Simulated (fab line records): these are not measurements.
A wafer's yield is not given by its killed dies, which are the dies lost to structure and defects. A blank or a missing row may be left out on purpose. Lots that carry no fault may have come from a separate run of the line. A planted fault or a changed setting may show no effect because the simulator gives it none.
fab line records	flow n5_finfet	part 1 of 2: steps 1 to 4 of 6
record: lots: 24	wafers: 72	last_day: 19
route steps=1938 shown BEOL_M11@1540
lots untouched by any fault: they come from a run of this same line in which no faults occurred
start_h: the number of hours between the record's first day and the start of the first shown wafer of the lot	wait_h: how many hours have passed since the lot's step before this one	" the same as in the row above	L1.1+2: a row that stands for several wafers	- value missing, or start not given	* or withheld: withheld	< > ~ a bound
route shown NAME@n: names a module that has steps shown in the file, with the first one's number in the route	usual: average and standard deviation across the fault-free wafers	same: alike in all rows	chamber/n: place in a boat	sites: readings site by site	_std_site: standard deviation across them	_edge_site: inner sites' mean taken away from outer sites' mean	radius_mm: how far each site lies from the wafer's centre	mask NAME#n: copy n	behind: tool/chamber where the wafer was last shaped	hold: the reason the lot was held/the length of the hold in hours/how it ended	device: whichever transistor did not switch (one of n, p or np)	end of line: the tests these same wafers got at the end of their route	a step with no rows: only its recipe	killed: dies lost to structure and defects at the first sort, not the wafer's yield	map: dies across one wafer; x = killed, . = not, _ = none there
set.NAME: the setting the step ran with; set.NAME@STEP: the setting that earlier step ran with	model.NAME: the simulator's own value behind a step, which no gauge read
route steps across a sampled set of lots; one table per step, one row per wafer
services: when a tool's chamber went out of use (start_h, in hours from the record's first day, below 0 if earlier), for how many hours, and the reason
== steps ==
step: N5_BEOL_M11_HM_DEP_02
recipe: material: TiN	target_thk_a: 200	temp_c: 25	chamber_pressure_pa: 0.49996
usual: throttle_valve_pct: 30.0/0.97
lot.wafer	tool	chamber	start_h	wait_h	throttle_valve_pct
L074.3	pvd_sputter-03	-	260.82	0.7	28.1
L074.5	"	-	"	"	29.9
L074.6	"	-	"	"	30.9
L076.1	pvd_sputter-01	-	267.42	1.1	30.0
L076.2	"	-	"	"	29.2
L076.6	"	-	"	"	28.7
L075.2	pvd_sputter-02	-	268.39	0.6	29.4
L075.3	"	-	"	"	30.4
L075.5	"	-	"	"	29.5
L077.1	pvd_sputter-02	-	271.59	0.4	29.9
L077.2	"	-	"	"	31.0
L077.6	"	-	"	"	30.6
L078.1	pvd_sputter-02	-	283.18	2.1	30.1
L078.3	"	-	"	"	30.4
L078.4	"	-	"	"	29.6
L080.3	pvd_sputter-03	-	291.03	1.1	30.0
L080.5	"	-	"	"	30.1
L080.6	"	-	"	"	28.5
L079.1	pvd_sputter-03	-	295.51	0.7	30.7
L079.3	"	-	"	"	29.7
L079.6	"	-	"	"	30.0
L081.1	pvd_sputter-02	-	298.33	0.5	31.3
L081.2	"	-	"	"	29.8
L081.5	"	-	"	"	31.4
L082.1	pvd_sputter-02	-	304.60	0.8	30.5
L082.2	"	-	"	"	29.5
L082.6	"	-	"	"	30.7
L083.1	pvd_sputter-01	-	308.28	1.2	29.0
L083.2	"	-	"	"	32.0
L083.3	"	-	"	"	29.6
L084.1	pvd_sputter-03	-	313.57	0.7	30.8
L084.5	"	-	"	"	30.8
L084.6	"	-	"	"	28.3
L087.2	pvd_sputter-01	-	323.38	2.7	32.1
L087.5	"	-	"	"	29.6
L087.6	"	-	"	"	28.8
L085.1	pvd_sputter-03	-	333.26	1.1	30.9
L085.3	"	-	"	"	28.7
L085.6	"	-	"	"	29.9
L086.1	pvd_sputter-03	-	338.58	1.1	31.0
L086.3	"	-	"	"	28.4
L086.5	"	-	"	"	29.8
L089.1	pvd_sputter-03	-	341.97	1.6	29.8
L089.3	"	-	"	"	30.9
L089.6	"	-	"	"	29.7
L091.1	pvd_sputter-03	-	345.93	0.8	29.8
L091.4	"	-	"	"	30.8
L091.6	"	-	"	"	29.9
L088.3	pvd_sputter-03	-	346.23	0.7	28.5
L088.5	"	-	"	"	28.4
L088.6	"	-	"	"	31.0
L092.2	pvd_sputter-01	-	349.11	0.4	31.9
L092.3	"	-	"	"	29.0
L092.6	"	-	"	"	31.9
L090.1	pvd_sputter-03	-	360.70	0.3	30.5
L090.3	"	-	"	"	30.9
L090.5	"	-	"	"	30.7
L093.1	pvd_sputter-03	-	382.29	0.9	29.8
L093.3	"	-	"	"	30.9
L093.5	"	-	"	"	30.0
L095.1	pvd_sputter-02	-	383.08	0.5	30.5
L095.4	"	-	"	"	31.1
L095.6	"	-	"	"	30.7
L094.1	pvd_sputter-02	-	391.01	1.2	30.7
L094.2	"	-	"	"	29.7
L094.5	"	-	"	"	31.2
L097.1	pvd_sputter-01	-	408.34	0.3	29.6
L097.3	"	-	"	"	30.1
L097.6	"	-	"	"	31.7
L096.1	pvd_sputter-01	-	410.82	0.8	31.7
L096.3	"	-	"	"	28.7
L096.4	"	-	"	"	30.3
step: N5_BEOL_M11_ETCH_61
recipe: chemistry: CF4	target: SiARC	target_depth_a: 390	mask_material: CAR-ArF	time_s: 65	ion_energy_ev: 80	pressure_mtorr: 40	source_w: 545	bias_w: 36	Ar_flow_sccm: 100	cf4_flow_sccm: 100	ends: cleared
usual: drypump_motor_current_A: 5.8/0.54	etch_rf_on_time_s: 65.3/1.9	mfc_ar_sccm: 100.0/0.31	oes_product_au: 0.65/0.069	rf_fwd_power_W: 538.3/2.2	rf_vpp_V: 184.0/1.2	showerhead_plenum_p_Torr: 2.14/0.064	throttle_valve_pct: 15.70/0.28
lot.wafer	tool	chamber	start_h	wait_h	drypump_motor_current_A	etch_rf_on_time_s	mfc_ar_sccm	oes_product_au	rf_fwd_power_W	rf_hours_counter_h	rf_vpp_V	showerhead_plenum_p_Torr	throttle_valve_pct
L074.3	rie_diel-03	2	261.32	0.0	4.7	68.0	99.3	0.62	538.9	171	187.0	2.22	16.02
L074.5	"	3	"	"	6.4	62.8	100.1	0.71	540.4	-	182.4	2.07	15.48
L074.6	"	2	"	"	4.7	68.6	99.6	0.62	537.8	-	184.4	2.22	16.02
L076.1	rie_diel-04	2	268.17	0.0	5.2	63.5	100.0	0.77	538.9	21	182.2	2.11	15.42
L076.2	"	0	"	"	5.9	65.9	100.3	0.58	534.8	238	185.7	2.20	15.57
L076.6	"	0	"	"	5.9	65.8	99.8	0.58	535.0	-	184.9	2.20	15.58
L075.2	rie_diel-04	1	269.01	0.0	6.1	66.4	100.3	0.64	537.8	146	182.4	2.05	15.92
L075.3	"	0	"	"	5.9	66.1	99.3	0.58	536.0	239	185.3	2.20	15.56
L075.5	"	3	"	"	5.9	65.7	99.6	0.61	538.4	-	184.6	2.12	15.78
L077.1	rie_diel-03	2	272.35	0.0	4.7	66.8	99.8	0.63	540.2	174	183.8	2.22	16.03
L077.2	"	1	"	"	6.1	67.2	100.3	0.60	537.1	221	185.1	2.20	15.85
L077.6	"	0	"	"	5.0	63.6	100.2	0.62	539.6	-	184.0	2.13	15.93
L078.1	rie_diel-03	1	283.79	0.0	6.1	68.6	99.8	0.59	534.0	225	186.0	2.20	15.83
L078.3	"	3	"	"	6.4	62.8	100.4	0.71	537.0	94	184.2	2.07	15.51
L078.4	"	2	"	"	4.7	67.8	100.0	0.62	537.3	178	185.8	2.22	16.03
L080.3	rie_diel-04	3	291.67	0.0	6.0	65.9	100.2	0.60	537.8	202	183.8	2.11	15.81
L080.5	"	2	"	"	5.3	64.3	100.3	0.76	535.4	-	185.0	2.11	15.42
L080.6	"	3	"	"	5.9	65.7	100.3	0.61	539.7	-	185.3	2.11	15.80
L079.1	rie_diel-03	0	296.13	0.0	5.0	65.2	100.2	0.61	540.1	190	186.0	2.13	15.95
L079.3	"	2	"	"	4.7	66.8	99.7	0.62	537.4	181	185.6	2.22	16.04
L079.6	"	2	"	"	4.7	67.4	99.9	0.61	534.9	-	185.9	2.22	16.04
L081.1	rie_diel-04	2	298.91	0.0	5.3	63.8	100.0	0.76	539.8	31	182.8	2.10	15.43
L081.2	"	3	"	"	5.9	65.2	100.1	0.61	537.5	205	183.5	2.11	15.82
L081.5	"	2	"	"	5.2	64.1	99.8	0.75	540.0	-	183.9	2.11	15.42
L082.1	rie_diel-03	0	305.45	0.0	5.0	64.7	99.9	0.61	539.4	194	184.0	2.13	15.94
L082.2	"	3	"	"	6.4	62.1	100.3	0.70	538.0	101	182.6	2.07	15.51
L082.6	"	0	"	"	5.0	64.3	99.8	0.60	539.9	-	184.6	2.13	15.95
L083.1	rie_diel-01	1	308.90	0.0	6.2	65.4	99.8	0.58	539.5	228	182.4	2.04	15.94
L083.2	"	0	"	"	6.1	65.8	100.7	0.73	540.1	37	181.4	2.09	15.19
L083.3	"	3	"	"	6.2	61.3	99.8	0.63	539.0	207	185.4	2.21	15.50
L084.1	rie_diel-03	2	314.06	0.0	4.7	67.7	100.0	0.61	537.1	188	184.3	2.21	16.07
L084.5	"	1	"	"	6.1	67.5	100.5	0.59	535.8	-	185.0	2.19	15.84
L084.6	"	0	"	"	5.0	65.2	100.6	0.60	537.9	-	183.6	2.13	15.95
L087.2	rie_diel-01	3	323.88	0.0	6.2	61.2	100.1	0.63	536.9	211	185.1	2.21	15.52
L087.5	"	1	"	"	6.2	65.6	100.3	0.58	539.3	-	183.5	2.04	15.92
L087.6	"	0	"	"	6.1	65.8	100.2	0.72	537.3	-	184.1	2.09	15.20
L085.1	rie_diel-04	3	333.91	0.0	5.9	65.8	100.2	0.60	538.5	218	183.9	2.11	15.84
L085.3	"	1	"	"	6.1	66.9	100.5	0.63	537.0	169	184.3	2.05	15.99
L085.6	"	3	"	"	5.9	65.6	100.5	0.60	537.8	-	183.0	2.11	15.83
L086.1	rie_diel-03	1	339.20	0.0	6.1	68.4	99.5	0.59	538.6	238	184.4	2.19	15.87
L086.3	"	3	"	"	6.4	62.0	100.0	0.69	535.3	114	182.5	2.07	15.55
L086.5	"	2	"	"	4.7	68.0	99.8	0.61	538.9	-	186.4	2.21	16.07
L089.1	rie_diel-01	1	342.68	0.0	6.2	65.2	100.1	0.58	538.1	239	182.5	2.04	15.96
L089.3	"	0	"	"	6.2	66.5	99.5	0.72	538.4	47	181.9	2.09	15.19
L089.6	"	0	"	"	6.2	67.2	99.8	0.71	541.0	-	183.5	2.09	15.21
L091.1	rie_diel-04	1	346.56	0.0	6.1	67.0	100.1	0.62	537.6	174	182.8	2.05	15.99
L091.4	"	2	"	"	5.2	64.5	99.6	0.73	540.9	49	183.7	2.10	15.45
L091.6	"	3	"	"	6.0	65.5	99.7	0.59	537.8	-	183.1	2.11	15.85
L088.3	rie_diel-04	2	346.84	0.0	5.2	64.2	100.6	0.73	538.1	49	184.5	2.10	15.46
L088.5	"	0	"	"	5.9	63.9	100.4	0.84	532.3	-	184.8	2.19	15.06
L088.6	"	3	"	"	5.9	65.3	100.3	0.60	538.9	-	183.9	2.11	15.85
L092.2	rie_diel-01	1	349.64	0.0	6.2	66.0	99.6	0.57	539.1	241	183.7	2.03	15.94
L092.3	"	0	"	"	6.2	66.4	99.7	0.71	541.3	50	182.7	2.09	15.20
L092.6	"	3	"	"	6.2	61.5	99.9	0.62	537.7	-	185.0	2.21	15.53
L090.1	rie_diel-01	2	361.19	0.0	5.7	66.7	100.0	0.61	542.4	222	183.8	2.20	15.87
L090.3	"	3	"	"	6.2	62.5	99.8	0.62	538.5	223	183.8	2.21	15.53
L090.5	"	1	"	"	6.2	66.4	100.3	0.57	539.0	-	182.0	2.03	15.95
L093.1	rie_diel-01	1	382.78	0.0	6.2	66.0	100.3	0.56	537.9	253	182.0	2.03	15.97
L093.3	"	3	"	"	6.2	61.1	100.0	0.62	536.5	231	184.7	2.21	15.55
L093.5	"	1	"	"	6.2	65.7	99.7	0.56	538.8	-	180.6	2.03	15.98
L095.1	rie_diel-03	3	383.58	0.0	6.4	62.7	100.2	0.68	535.8	128	181.7	2.06	15.57
L095.4	"	3	"	"	6.3	62.8	100.3	0.68	536.5	-	183.1	2.06	15.56
L095.6	"	2	"	"	4.7	67.7	99.8	0.60	538.9	-	186.1	2.21	16.08
L094.1	rie_diel-01	2	391.52	0.0	5.7	66.1	99.5	0.60	540.9	232	183.5	2.20	15.90
L094.2	"	0	"	"	6.1	65.9	100.0	0.70	538.4	58	183.7	2.08	15.21
L094.5	"	0	"	"	6.1	66.5	99.8	0.71	536.4	-	184.2	2.08	15.23
L097.1	rie_diel-01	3	409.24	0.0	6.2	61.4	100.3	0.62	536.7	238	183.1	2.20	15.57
L097.3	"	2	"	"	5.7	65.8	99.8	0.60	540.1	236	185.6	2.19	15.91
L097.6	"	0	"	"	6.1	65.9	100.1	0.69	539.5	-	184.0	2.08	15.24
L096.1	rie_diel-03	0	411.89	0.0	5.0	64.2	100.0	0.58	541.6	226	183.7	2.12	16.01
L096.3	"	3	"	"	6.4	62.8	99.5	0.67	539.5	139	182.9	2.06	15.59
L096.4	"	1	"	"	6.1	64.8	99.7	0.82	539.7	5	187.1	2.19	15.39
step: N5_BEOL_M11_STRIP_19
recipe: chemistry: O2	power_w: 400	temp_c: 40	pressure_mtorr: 30	rf_frequency_hz: 6e+07	bias_power_w: 0	overash_fraction: 0.2	o2_flow_sccm: 225
usual: drypump_motor_current_A: 5.8/0.48	o2_flow_sccm: 225.1/0.65	oes_product_au: 0.77/0.093	rf_vpp_V: 3.8/0.61	showerhead_plenum_p_Torr: 2.09/0.067	throttle_valve_pct: 16.73/0.3
lot.wafer	tool	chamber	start_h	wait_h	drypump_motor_current_A	o2_flow_sccm	oes_product_au	rf_hours_counter_h	rf_vpp_V	showerhead_plenum_p_Torr	throttle_valve_pct
L074.3	rie_diel-03	2	261.66	0.1	4.8	224.7	0.74	171	4.7	2.18	17.14
L074.5	"	2	"	"	4.7	225.3	0.75	-	3.9	2.18	17.13
L074.6	"	3	"	"	6.4	224.8	0.82	-	3.9	2.04	16.62
L076.1	rie_diel-04	2	268.52	0.1	5.3	224.5	0.90	21	4.1	2.05	16.46
L076.2	"	1	"	"	6.1	225.3	0.76	146	3.2	2.00	17.01
L076.6	"	3	"	"	6.0	225.5	0.72	-	4.7	2.06	16.82
L075.2	rie_diel-01	3	269.37	0.1	6.2	224.5	0.73	196	4.0	2.18	16.53
L075.3	"	1	"	"	6.3	224.6	0.69	216	3.9	1.98	16.87
L075.5	"	3	"	"	6.2	223.9	0.73	-	3.2	2.18	16.56
L077.1	rie_diel-04	1	272.69	0.1	6.2	224.9	0.76	147	3.9	2.00	16.98
L077.2	"	0	"	"	5.9	224.1	0.68	240	2.9	2.15	16.61
L077.6	"	0	"	"	5.9	223.6	0.67	-	3.1	2.15	16.61
L078.1	rie_diel-03	0	284.26	0.2	5.0	224.3	0.71	186	4.1	2.09	17.07
L078.3	"	2	"	"	4.7	225.6	0.74	178	3.3	2.18	17.16
L078.4	"	1	"	"	6.1	226.0	0.71	225	3.5	2.17	17.01
L080.3	rie_diel-04	1	292.01	0.1	6.1	225.5	0.75	153	3.4	2.00	17.00
L080.5	"	0	"	"	5.9	226.6	0.67	-	3.4	2.15	16.60
L080.6	"	1	"	"	6.1	224.6	0.75	-	4.1	2.00	16.98
L079.1	rie_diel-04	2	296.52	0.1	5.2	225.4	0.90	30	3.2	2.05	16.45
L079.3	"	0	"	"	5.9	225.3	0.68	247	4.0	2.15	16.60
L079.6	"	2	"	"	5.2	225.1	0.88	-	4.0	2.05	16.45
L081.1	rie_diel-01	1	299.30	0.1	6.2	226.1	0.68	225	5.5	1.97	16.87
L081.2	"	2	"	"	5.7	225.7	0.72	202	2.7	2.15	16.81
L081.5	"	2	"	"	5.7	226.5	0.72	-	2.7	2.15	16.84
L082.1	rie_diel-04	2	305.82	0.1	5.2	225.1	0.88	32	3.5	2.05	16.46
L082.2	"	1	"	"	6.1	224.8	0.75	157	3.5	2.00	17.01
L082.6	"	1	"	"	6.1	224.8	0.75	-	4.3	2.00	16.99
L083.1	rie_diel-04	3	309.34	0.2	5.9	224.5	0.72	207	2.9	2.06	16.85
L083.2	"	2	"	"	5.3	226.2	0.89	33	4.7	2.05	16.48
L083.3	"	1	"	"	6.1	226.2	0.75	158	3.7	2.00	17.01
L084.1	rie_diel-03	3	314.41	0.1	6.4	224.8	0.81	105	3.9	2.04	16.69
L084.5	"	2	"	"	4.7	224.5	0.74	-	4.5	2.18	17.14
L084.6	"	3	"	"	6.4	224.6	0.80	-	4.0	2.04	16.69
L087.2	rie_diel-01	0	324.30	0.2	6.1	224.6	0.85	42	4.5	2.05	16.26
L087.5	"	3	"	"	6.2	225.9	0.71	-	4.1	2.17	16.59
L087.6	"	2	"	"	5.7	225.9	0.72	-	3.6	2.14	16.85
L085.1	rie_diel-03	0	334.25	0.1	5.0	224.5	0.69	204	4.0	2.09	17.10
L085.3	"	2	"	"	4.7	225.3	0.71	195	2.8	2.18	17.15
L085.6	"	1	"	"	6.1	225.0	0.70	-	4.9	2.17	17.02
L086.1	rie_diel-01	2	339.55	0.1	5.7	225.2	0.72	215	2.4	2.14	16.84
L086.3	"	0	"	"	6.1	225.7	0.85	47	4.6	2.05	16.28
L086.5	"	3	"	"	6.2	225.5	0.71	-	3.9	2.17	16.59
L089.1	rie_diel-04	0	343.12	0.2	5.8	225.4	1.01	1	3.3	2.15	16.09
L089.3	"	2	"	"	5.2	224.7	0.86	47	3.1	2.04	16.48
L089.6	"	3	"	"	5.9	224.3	0.71	-	3.5	2.06	16.86
L091.1	rie_diel-04	3	347.06	0.2	6.0	224.6	0.70	223	4.1	2.06	16.88
L091.4	"	2	"	"	5.2	225.7	0.84	49	4.8	2.04	16.49
L091.6	"	1	"	"	6.1	224.6	0.73	-	3.0	2.00	17.04
L088.3	rie_diel-04	0	347.19	0.1	5.9	225.0	1.00	2	2.4	2.15	16.09
L088.5	"	0	"	"	5.9	225.1	1.01	-	4.5	2.15	16.07
L088.6	"	3	"	"	5.9	225.4	0.71	-	2.8	2.05	16.86
L092.2	rie_diel-04	3	349.99	0.1	5.9	225.0	0.71	224	3.2	2.05	16.86
L092.3	"	0	"	"	5.9	224.4	0.98	3	4.6	2.15	16.09
L092.6	"	3	"	"	5.9	225.1	0.71	-	3.8	2.05	16.88
L090.1	rie_diel-04	3	361.54	0.1	5.9	226.4	0.71	227	3.4	2.05	16.89
L090.3	"	0	"	"	5.9	225.1	0.99	6	3.4	2.14	16.09
L090.5	"	0	"	"	5.9	225.8	0.98	-	2.9	2.14	16.11
L093.1	rie_diel-01	2	383.13	0.1	5.7	225.4	0.71	230	3.7	2.14	16.89
L093.3	"	3	"	"	6.2	224.9	0.69	232	3.7	2.16	16.61
L093.5	"	3	"	"	6.2	224.9	0.69	-	3.2	2.16	16.62
L095.1	rie_diel-03	0	383.94	0.1	5.0	225.9	0.69	215	3.7	2.08	17.11
L095.4	"	0	"	"	5.0	225.3	0.68	-	3.9	2.08	17.11
L095.6	"	3	"	"	6.4	224.4	0.78	-	4.4	2.03	16.71
L094.1	rie_diel-01	2	391.98	0.1	5.7	224.2	0.71	233	4.1	2.14	16.89
L094.2	"	3	"	"	6.1	226.6	0.69	233	3.2	2.16	16.62
L094.5	"	2	"	"	5.7	225.1	0.71	-	3.5	2.14	16.88
L097.1	rie_diel-01	0	409.66	0.2	6.1	225.3	0.84	65	3.6	2.04	16.29
L097.3	"	3	"	"	6.2	225.5	0.69	239	3.8	2.16	16.63
L097.6	"	0	"	"	6.2	225.2	0.84	-	3.0	2.04	16.31
L096.1	rie_diel-03	1	412.24	0.1	6.1	225.0	0.99	5	3.4	2.16	16.58
L096.3	"	3	"	"	6.4	224.4	0.76	139	4.4	2.02	16.73
L096.4	"	0	"	"	5.0	224.2	0.67	226	4.0	2.08	17.14
step: N5_BEOL_M11_INSPECT_30
recipe: mode: adi	inspect_instrument: brightfield
usual: raw_defect_count: 445/110
lot.wafer	tool	chamber	start_h	wait_h	raw_defect_count
L074.3	defect_inspect-02	-	262.16	0.0	305
L074.5	"	-	"	"	247
L074.6	"	-	"	"	211
L076.1	defect_inspect-01	-	269.46	0.0	581
L076.2	"	-	"	"	512
L076.6	"	-	"	"	458
L075.2	defect_inspect-02	-	270.39	0.0	372
L075.3	"	-	"	"	437
L075.5	"	-	"	"	320
L077.1	defect_inspect-01	-	275.74	0.0	376
L077.2	"	-	"	"	396
L077.6	"	-	"	"	396
L078.1	defect_inspect-02	-	285.95	0.0	423
L078.3	"	-	"	"	335
L078.4	"	-	"	"	412
L080.3	defect_inspect-02	-	293.90	0.1	408
L080.5	"	-	"	"	646
L080.6	"	-	"	"	417
L079.1	defect_inspect-02	-	298.86	0.0	344
L079.3	"	-	"	"	418
L079.6	"	-	"	"	438
L081.1	defect_inspect-02	-	299.84	0.0	482
L081.2	"	-	"	"	504
L081.5	"	-	"	"	437
L082.1	defect_inspect-02	-	309.06	0.0	473
L082.2	"	-	"	"	509
L082.6	"	-	"	"	463
L083.1	defect_inspect-02	-	309.88	0.0	395
L083.2	"	-	"	"	256
L083.3	"	-	"	"	318
L084.1	defect_inspect-01	-	316.06	0.0	274
L084.5	"	-	"	"	387
L084.6	"	-	"	"	404
L087.2	defect_inspect-02	-	324.83	0.0	450
L087.5	"	-	"	"	598
L087.6	"	-	"	"	650
L085.1	defect_inspect-02	-	334.79	0.0	323
L085.3	"	-	"	"	290
L085.6	"	-	"	"	451
L086.1	defect_inspect-01	-	341.23	0.0	553
L086.3	"	-	"	"	692
L086.5	"	-	"	"	456
L089.1	defect_inspect-02	-	343.75	0.0	373
L089.3	"	-	"	"	365
L089.6	"	-	"	"	426
L091.1	defect_inspect-02	-	347.82	0.0	338
L091.4	"	-	"	"	394
L091.6	"	-	"	"	405
L088.3	defect_inspect-02	-	348.02	0.0	382
L088.5	"	-	"	"	678
L088.6	"	-	"	"	428
L092.2	defect_inspect-01	-	352.05	0.0	444
L092.3	"	-	"	"	397
L092.6	"	-	"	"	456
L090.1	defect_inspect-01	-	364.80	0.0	393
L090.3	"	-	"	"	502
L090.5	"	-	"	"	398
L093.1	defect_inspect-01	-	383.71	0.0	288
L093.3	"	-	"	"	452
L093.5	"	-	"	"	451
L095.1	defect_inspect-01	-	384.63	0.0	553
L095.4	"	-	"	"	715
L095.6	"	-	"	"	724
L094.1	defect_inspect-01	-	393.71	0.0	390
L094.2	"	-	"	"	294
L094.5	"	-	"	"	362
L097.1	defect_inspect-02	-	410.08	0.0	560
L097.3	"	-	"	"	319
L097.6	"	-	"	"	482
L096.1	defect_inspect-02	-	412.69	0.0	477
L096.3	"	-	"	"	455
L096.4	"	-	"	"	599
